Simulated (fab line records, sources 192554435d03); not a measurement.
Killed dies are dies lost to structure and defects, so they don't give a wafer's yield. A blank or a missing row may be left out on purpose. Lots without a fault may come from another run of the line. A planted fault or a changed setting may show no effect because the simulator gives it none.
Split-lot experiment | flow n5_finfet | 7 lots, 39 wafers read, on a route of 1938 steps

THE SPLIT
At N5_FIN_SAQP_SPACER1_ALD_24 (deposits SiO2, target thk 20.3 nm, pulse time 1 s, purge time 2 s), the setting ald_cycles was moved away from the recipe's 218 on 12 of the 39 wafers read, by -8.7% to +17.0%. The other wafers ran this setting at the recipe's value.

FROM THE SPLIT TO THE READING: what the file shows between them, 2 steps
- N5_FIN_SAQP_SPACER1_ETCHBACK_25: etches SiO2 in CHF3/O2, target depth 24.4 nm, time 12.2 s
- N5_FIN_SAQP_MANDREL1_REMOVE_56: chemistry HBr/Cl2/O2, target a-Si, stops on SiNx, bt time 10 s

THE READING
cd_nm, in nm, at N5_FIN_SAQP_CD_MEAS_27 (target cd 20 nm). Fault-free wafers of this fab line usually give 20.30 nm, standard deviation 0.23 nm.

wafer  | tool, chamber at the split | ald_cycles as run | against the recipe | cd_nm, nm | against lot-mates on the recipe
L076.1 | ald_sin-01, 3,2,0          | 199               | -8.7%              | 18.81     | -1.54
L076.2 | ald_sin-01, 3,2,0          | 199               | -8.7%              | 18.66     | -1.69
L076.3 | ald_sin-01, 1,0            | 218               | recipe             | 20.23     | -
L076.4 | ald_sin-01, 1,0            | 218               | recipe             | 20.64     | -
L076.5 | ald_sin-01, 3,2,0          | 199               | -8.7%              | 18.86     | -1.49
L076.6 | ald_sin-01, 1              | 218               | recipe             | 20.17     | -
L080.1 | ald_sin-04, 0,3            | 234               | +7.3%              | 21.78     | +1.61
L080.2 | ald_sin-04, 1,2            | 218               | recipe             | 20.10     | -
L080.3 | ald_sin-04, 0,3            | 234               | +7.3%              | 21.56     | +1.39
L080.4 | ald_sin-04, 2              | 218               | recipe             | 20.39     | -
L080.5 | ald_sin-04, 1,2            | 218               | recipe             | 20.01     | -
L080.6 | ald_sin-04, 3              | 234               | +7.3%              | 21.50     | +1.33
L084.1 | ald_sin-01, 2,3            | 218               | recipe             | 19.80     | -
L084.2 | ald_sin-01, 0,1,2          | 255               | +17.0%             | 23.38     | +3.31
L084.3 | ald_sin-01, 0,1,2          | 255               | +17.0%             | 23.84     | +3.77
L084.4 | ald_sin-01, 3              | 218               | recipe             | 20.28     | -
L084.5 | ald_sin-01, 0,1,2          | 255               | +17.0%             | 23.43     | +3.36
L084.6 | ald_sin-01, 2,3            | 218               | recipe             | 20.12     | -
L087.1 | ald_sin-01, 0,1            | 218               | recipe             | 20.19     | -
L087.5 | ald_sin-01, 0,1            | 218               | recipe             | 20.48     | -
L087.6 | ald_sin-01, 2              | 218               | recipe             | 20.19     | -
L092.1 | ald_sin-02, 0,1,0          | 218               | recipe             | 20.37     | -
L092.2 | ald_sin-02, 0,1,0          | 218               | recipe             | 20.19     | -
L092.3 | ald_sin-02, 2,3,3          | 218               | recipe             | 20.06     | -
L092.4 | ald_sin-02, 2,3,3          | 218               | recipe             | 20.23     | -
L092.5 | ald_sin-02, 0,1,0          | 218               | recipe             | 20.07     | -
L092.6 | ald_sin-02, 2,3,3          | 218               | recipe             | 20.20     | -
L093.1 | ald_sin-02, 2,3,2,3        | 218               | recipe             | 20.41     | -
L093.2 | ald_sin-02, 0,1            | 218               | recipe             | 20.14     | -
L093.3 | ald_sin-02, 2,3,2,3        | 218               | recipe             | 20.30     | -
L093.4 | ald_sin-02, 0,1            | 218               | recipe             | 20.00     | -
L093.5 | ald_sin-02, 2,3,2,3        | 218               | recipe             | 20.18     | -
L093.6 | ald_sin-02, 2,3,2,3        | 218               | recipe             | 20.51     | -
L095.1 | ald_sin-01, 3,0            | 236               | +8.3%              | 21.96     | +1.65
L095.2 | ald_sin-01, 2              | 236               | +8.3%              | 22.13     | +1.82
L095.3 | ald_sin-01, 3,0            | 236               | +8.3%              | 21.61     | +1.30
L095.4 | ald_sin-01, 1,1,0          | 218               | recipe             | 20.39     | -
L095.5 | ald_sin-01, 1,1,0          | 218               | recipe             | 20.17     | -
L095.6 | ald_sin-01, 1,1,0          | 218               | recipe             | 20.36     | -
Where a row lists several chambers, the file gives one row for several wafers and doesn't say which wafer went through which chamber.

THE FIT
A straight line over all 39 wafers: cd_nm changes by +0.19 nm for each +1% of ald_cycles; r = +0.99; the points scatter about the line by 0.19 nm.
The same after taking each lot's own level away (the mean of its wafers on the recipe; 39 wafers): +0.198 nm for each +1%; r = +0.99; scatter 0.17 nm.
On that fit, the largest move of ald_cycles shifts the reading by 3.4 nm.
The lots' own levels span 20.067 to 20.347 nm, that is 1.2 times the standard deviation above.
So the lot-to-lot level changes the slope little: the two slopes agree.
Check: with one of the wafers moved furthest among these (+17.0%) left out of the fit, the line predicts +3.39 nm for it against its lot-mates. It came out at +3.31 nm against them.

THE WHOLE CHAIN: every reading that the file lists as answering this split, in the file's order
step                           | what it does                                                      | reading                                                                                 | change (the file's fit)               | r (the file's)
N5_FIN_SAQP_SPACER1_ALD_24     | deposits SiO2, target thk 20.3 nm, pulse time 1 s, purge time 2 s | SiO2_of_FIN_SAQP_SPACER1_ALD_24.thk_nm (the simulator's own value, which no gauge read) | +0.204 nm for each +1% of the setting | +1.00
N5_FIN_SAQP_MANDREL1_REMOVE_56 | chemistry HBr/Cl2/O2, target a-Si, stops on SiNx, bt time 10 s    | FIN_SAQP.cd_nm (the simulator's own value, which no gauge read)                         | +0.202 nm for each +1% of the setting | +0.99
N5_FIN_SAQP_CD_MEAS_27         | target cd 20 nm                                                   | cd_nm                                                                                   | +0.199 nm for each +1% of the setting | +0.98

THE FILE'S OWN FIT
cd_nm changes by +0.199 nm for each +1% of ald_cycles, r = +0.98.
